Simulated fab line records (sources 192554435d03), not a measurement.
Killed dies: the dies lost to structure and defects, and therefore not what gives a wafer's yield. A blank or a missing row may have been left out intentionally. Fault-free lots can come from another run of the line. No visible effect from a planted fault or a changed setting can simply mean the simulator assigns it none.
Split-lot trial | flow n5_finfet | 21 wafers read across 7 lots, on a route 1938 steps long

## ABOUT THE SPLIT
At N5_HKMG_FIN_EXPOSE_46 (exposes mask NDIPOLE), the setting dose_mj was moved away from the recipe's 40 on 8 of the 21 wafers read, by -7.0% to +6.2%. For the rest of the wafers, this setting stayed at what the recipe calls for.

## FROM THE SPLIT TO THE READING: what the file shows between them, 2 steps
- N5_HKMG_FIN_PEB_47: peb time 60 s
- N5_HKMG_FIN_DEVELOP_48: develop time 30 s

## THE READING
cd_nm (nm) at N5_HKMG_FIN_CD_MEAS_49, where the cd target is 202 nm. A value of 201.7 nm with a standard deviation of 0.59 nm is what fault-free wafers of this fab line usually give.

wafer  | tool, chamber at the split | dose_mj as run | against the recipe | cd_nm, nm | against lot-mates on the recipe
L074.4 | arfi_scanner-01, 0         | 40             | recipe             | 201.4     | -
L074.5 | arfi_scanner-01, 0         | 40             | recipe             | 202.0     | -
L074.6 | arfi_scanner-01, 0         | 37.52          | -6.2%              | 199.0     | -2.7
L076.2 | arfi_scanner-03, 0         | 38.49          | -3.8%              | 201.0     | -2.1
L076.3 | arfi_scanner-03, 0         | 38.49          | -3.8%              | 200.3     | -2.8
L076.6 | arfi_scanner-03, 0         | 40             | recipe             | 203.1     | -
L080.3 | arfi_scanner-02, 0         | 40             | recipe             | 202.2     | -
L080.4 | arfi_scanner-02, 0         | 40             | recipe             | 201.3     | -
L080.6 | arfi_scanner-02, 0         | 40             | recipe             | 200.9     | -
L086.1 | arfi_scanner-01, 0         | 42.46          | +6.2%              | 205.9     | no lot-mate on the recipe
L086.3 | arfi_scanner-01, 0         | 42.46          | +6.2%              | 205.4     | no lot-mate on the recipe
L086.6 | arfi_scanner-01, 0         | 42.46          | +6.2%              | 205.6     | no lot-mate on the recipe
L087.2 | arfi_scanner-02, 0         | 40             | recipe             | 201.9     | -
L087.5 | arfi_scanner-02, 0         | 40             | recipe             | 202.7     | -
L087.6 | arfi_scanner-02, 0         | 37.2           | -7.0%              | 198.7     | -3.6
L089.4 | arfi_scanner-03, 0         | 41             | +2.5%              | 202.7     | +1.2
L089.5 | arfi_scanner-03, 0         | 40             | recipe             | 201.5     | -
L089.6 | arfi_scanner-03, 0         | 40             | recipe             | 201.4     | -
L096.1 | arfi_scanner-03, 0         | 40             | recipe             | 201.9     | -
L096.2 | arfi_scanner-03, 0         | 40             | recipe             | 201.8     | -
L096.5 | arfi_scanner-03, 0         | 40             | recipe             | 201.7     | -

FIT RESULTS
A straight line over all 21 wafers: cd_nm changes by +0.512 nm for each +1% of dose_mj; r = +0.95; the points scatter about the line by 0.6 nm.
The same after taking each lot's own level away (the mean of its wafers on the recipe; 18 wafers): +0.516 nm for each +1%; r = +0.96; scatter 0.39 nm.
On that fit, the largest move of dose_mj shifts the reading by 3.6 nm.
The span of the lots' own levels, 201.45 to 203.10 nm, comes to 2.8 times the standard deviation stated above.
So the lot-to-lot level changes the slope little: the two slopes agree.
Check: for one of the wafers moved furthest among these (-7.0%), held out of the fit, the line's prediction against its lot-mates is -3.67 nm. Against them it came out at -3.6 nm.

## THESE WAFERS: OTHER SPLITS
These wafers also went through other splits before the reading. Each is held against what the fit with the lots' levels taken away leaves over:
other split on the same wafers  | wafers away from the commonest value | r with cd_nm (lot level and that fit taken away)
N5_DUMMY_GATE_EXPOSE_12 dose_mj | 5                                    | -0.24
N5_SD_EPI_N_EPI_21 time_s       | 5                                    | -0.27

## THE WHOLE CHAIN: every reading that the file lists as answering this split, in the file's order
step                   | what it does                                           | reading                                                                | change (the file's fit)               | r (the file's)
N5_HKMG_FIN_CD_MEAS_49 | target cd 202 nm                                       | cd_nm                                                                  | +0.507 nm for each +1% of the setting | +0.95
N5_HKMG_FIN_ETCH_54    | etches SiARC in CF4, target depth 45.5 nm, time 75.8 s | HKMG_FIN.cd_offset_nm (the simulator's own value, which no gauge read) | +0.517 nm for each +1% of the setting | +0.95
N5_HKMG_FIN_ETCH_58    | etches SOC in N2/H2, target depth 215.8 nm, time 741 s | HKMG_FIN.cd_offset_nm (the simulator's own value, which no gauge read) | +0.487 nm for each +1% of the setting | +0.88

## THE FILE'S OWN FIT
cd_nm changes by +0.507 nm for each +1% of dose_mj, r = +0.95.
